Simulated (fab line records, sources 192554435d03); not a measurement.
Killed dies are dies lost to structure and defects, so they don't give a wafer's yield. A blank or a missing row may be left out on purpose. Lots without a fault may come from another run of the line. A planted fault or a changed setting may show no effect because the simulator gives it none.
A struck lot beside a sound one | flow n5_finfet | 16 steps out of a route of 1938
Sound: wafers L182.1, L182.5, L182.6. Struck: wafer L202.4. (L202.1, L202.3 of the same lot were not struck and are left out.) The cause comes at the end.
At each step with rows: each side's tool, then ch and its chambers, then its first start. Under that, the readings that differ: sound wafers | struck wafers | difference of the means | sigmas: that difference in standard deviations of wafers without a fault.
alike: readings whose means differ by less than 2 such deviations, and words and numbers that are the same on both sides. not compared: withheld readings, readings that some wafer has no value for, bounds like >300 that may hide the same value, and numbers for which the record gives no deviation and whose values overlap.
The two part at a step that has a row with sigmas, a row that says differs or no value, or rows on one side only. Numbers that don't overlap but have no deviation are shown without sigmas and don't part them. A reading that every wafer of one side lacks parts them only if that side has two wafers or more.

first, 8 steps without rows for these wafers: N5_FIN_SAQP_COAT_49 (time 60 s, resist thk 100 nm); N5_FIN_SAQP_COAT_50 (time 60 s, resist thk 35 nm); N5_FIN_SAQP_COAT_10 (resist thk 90 nm); N5_FIN_SAQP_EBR_12; N5_FIN_SAQP_SOFTBAKE_11 (time 60 s); N5_FIN_SAQP_EXPOSE_13 (exposes mask FIN CORE, target cd 35.6 nm); N5_FIN_SAQP_PEB_14 (peb time 60 s); N5_FIN_SAQP_DEVELOP_15 (develop time 30 s).
N5_FIN_SAQP_CD_MEAS_16: target cd 35.6 nm.
  sound on cd_sem-03 ch 0, day 1 22:10; struck on cd_sem-03 ch 0, day 6 21:53
  alike: cd_nm
N5_FIN_SAQP_OVL_MEAS_17:
  sound on overlay-02 ch 0, day 1 22:12; struck on overlay-02 ch 0, day 6 21:56
  alike: FIN_CORE_OVL
N5_FIN_SAQP_INSPECT_18: inspects for defects (brightfield).
  sound on defect_inspect-02, day 1 22:13; struck on defect_inspect-01, day 6 21:57
  alike: raw_defect_count
N5_FIN_SAQP_DESCUM_21: chemistry O2, time 7.9 s.
  sound on rie_diel-03 ch 0,1, day 1 22:16; struck on rie_diel-03 ch 0, day 6 22:08
  reading      | sound             | struck | difference | sigmas
  rf_vpp_V (V) | 242.2 246.1 242.5 | 246.9  | +3.3       | +3
  alike: drypump_motor_current_A, oes_product_au, showerhead_plenum_p_Torr, throttle_valve_pct
  not compared: rf_hours_counter_h
N5_FIN_SAQP_ETCH_51: etches SiARC in CF4, target depth 45.5 nm, time 75.8 s.
  sound on rie_diel-03 ch 0,1, day 1 22:19; struck on rie_diel-03 ch 0, day 6 22:10
  reading               | sound          | struck | difference | sigmas
  etch_rf_on_time_s (s) | 76.4 74.6 76.1 | 96.5   | +20.8      | +16
  alike: drypump_motor_current_A, oes_product_au, rf_vpp_V, showerhead_plenum_p_Torr, throttle_valve_pct
  not compared: rf_hours_counter_h
N5_FIN_SAQP_ETCH_52: etches SOC in N2/H2, target depth 100 nm, overetch 20 nm, time 150 s.
  sound on rie_diel-03 ch 0,1, day 1 22:24; struck on rie_diel-03 ch 0, day 6 22:14
  alike: drypump_motor_current_A, oes_product_au, rf_vpp_V, showerhead_plenum_p_Torr, throttle_valve_pct
  not compared: rf_hours_counter_h
-- the record jumps here: 6 days lie between the struck wafers' starts before and after (it left off in module FIN_SAQP and takes up again in module BEOL_M4, whose first step shown is number 1111 of the route) --
N5_BEOL_M4_RC_MEAS_101:
  sound on prober-01 ch 0, day 7 14:39; struck on prober-02 ch 0, day 12 19:59
  reading       | sound          | struck | difference | sigmas
  DIBL_N (mV/V) | 36.4 36.3 37.9 | 33.0   | -3.9       | -2
  SS_N (mV/dec) | 71.2 71.6 72.6 | 70.6   | -1.2       | -2
  alike: DIBL_P, IOFF_N, IOFF_P, ION_N, ION_P, SS_P, VT_N, VT_P
N5_PASSIVATION_PROBE_49:
  the record has rows for the sound wafers here (prober-01, day 12 10:40) and none for the struck ones

WHERE THEY PART
First at N5_FIN_SAQP_DESCUM_21; last, within this record, at N5_PASSIVATION_PROBE_49.

WHY: what the simulator had put in
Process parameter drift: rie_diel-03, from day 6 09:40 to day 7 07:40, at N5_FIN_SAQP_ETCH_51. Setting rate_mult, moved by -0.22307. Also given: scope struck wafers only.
